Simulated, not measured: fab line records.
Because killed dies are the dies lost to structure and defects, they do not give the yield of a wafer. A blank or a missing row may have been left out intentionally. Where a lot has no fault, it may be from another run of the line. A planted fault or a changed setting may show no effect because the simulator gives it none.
What tool caused it? ; flow n5 finfet ; 9 lots, 27 wafers sampled, at 4 steps of a route of 1938

## WHAT THE GAUGES SHOWED, per wafer
N5_BEOL_M2_CD_MEAS_11: target cd 16.79 nm.
lot;measured;on;cd nm (nm)
L996;day 7 00:24;cd sem-02;16.84 16.63 16.53
L997;day 7 05:08;cd sem-02;16.72 17.15 16.99
L998;day 7 07:43;cd sem-03;16.78 16.45 16.55
L105;day 9 01:01;cd sem-01;17.86 17.58 17.87
L106;day 10 01:00;cd sem-01;17.27 17.67 17.39
L110;day 10 11:44;cd sem-02;16.54 17.11 17.29
L114;day 11 15:38;cd sem-02;16.91 16.78 16.79
L116;day 11 23:42;cd sem-03;16.79 16.66 16.65
L118;day 12 01:46;cd sem-03;16.50 16.57 17.05

## WHICH TOOL RAN EACH LOT (tool, then ch and the chambers of the sampled wafers, then the start)
lot;N5_BEOL_M1_DEP_57;N5_BEOL_M2_HM_DEP_02;N5_BEOL_M2_EXPOSE_08
L996;pecvd-03 ch 0,1,2, day 6 22:49;pvd sputter-02, day 6 23:53;euv scanner-01 ch 0, day 7 00:17
L997;pecvd-03 ch 0,2, day 7 04:01;pvd sputter-03, day 7 04:37;euv scanner-02 ch 0, day 7 05:01
L998;pecvd-04 ch 0,1, day 7 05:55;pvd sputter-03, day 7 07:12;euv scanner-01 ch 0, day 7 07:35
L105;pecvd-02 ch 0,1,2, day 8 23:20;pvd sputter-03, day 9 00:37;euv scanner-01 ch 0, day 9 00:55
L106;pecvd-02 ch 0,1,2, day 9 23:15;pvd sputter-02, day 10 00:29;euv scanner-01 ch 0, day 10 00:53
L110;pecvd-04 ch 0,1, day 10 10:28;pvd sputter-02, day 10 11:13;euv scanner-02 ch 0, day 10 11:37
L114;pecvd-04 ch 0,1, day 11 13:47;pvd sputter-03, day 11 15:14;euv scanner-02 ch 0, day 11 15:30
L116;pecvd-02 ch 0,1, day 11 22:59;pvd sputter-01, day 11 23:19;euv scanner-02 ch 0, day 11 23:35
L118;pecvd-02 ch 0,1,2, day 11 23:32;pvd sputter-01, day 12 01:22;euv scanner-02 ch 0, day 12 01:39
- N5_BEOL_M1_DEP_57: deposits SiCN from 3MS/NH3, target thk 8 nm, time 14 s.
- N5_BEOL_M2_HM_DEP_02: deposits TiN, target thk 20 nm.
- N5_BEOL_M2_EXPOSE_08: exposes mask M2.

## THE ANSWER, worked out from the rows above alone
Rule: usual is defined by the lots themselves. Put in order of their means at a reading, lots are off if they are a third of the lots or fewer, leave a main group of 4 or more, and stand apart from it by a gap of 3 or more times the standard deviation of the main group's means; of several such gaps the widest counts. The tables above print the reading to a certain number of digits; a main group whose means all agree to those digits is not used. A lot without any number at a reading at which 4 lots or more have one is off too. All remaining lots with rows at the step are treated as sound.
Off at N5_BEOL_M2_CD_MEAS_11 (cd nm): L105, L106. Main group: mean 16.78 nm, sd 0.14.
A tool fits if, at a process step before that reading, it ran every lot that is off, and no sound lot after the first of them. The gauges at N5_BEOL_M2_CD_MEAS_11 are tried like those tools. 2 tools fit, euv scanner-01 at N5_BEOL_M2_EXPOSE_08 and cd sem-01 at N5_BEOL_M2_CD_MEAS_11, so this cannot tell which one it is.

## WHAT THE SIMULATOR PUT IN
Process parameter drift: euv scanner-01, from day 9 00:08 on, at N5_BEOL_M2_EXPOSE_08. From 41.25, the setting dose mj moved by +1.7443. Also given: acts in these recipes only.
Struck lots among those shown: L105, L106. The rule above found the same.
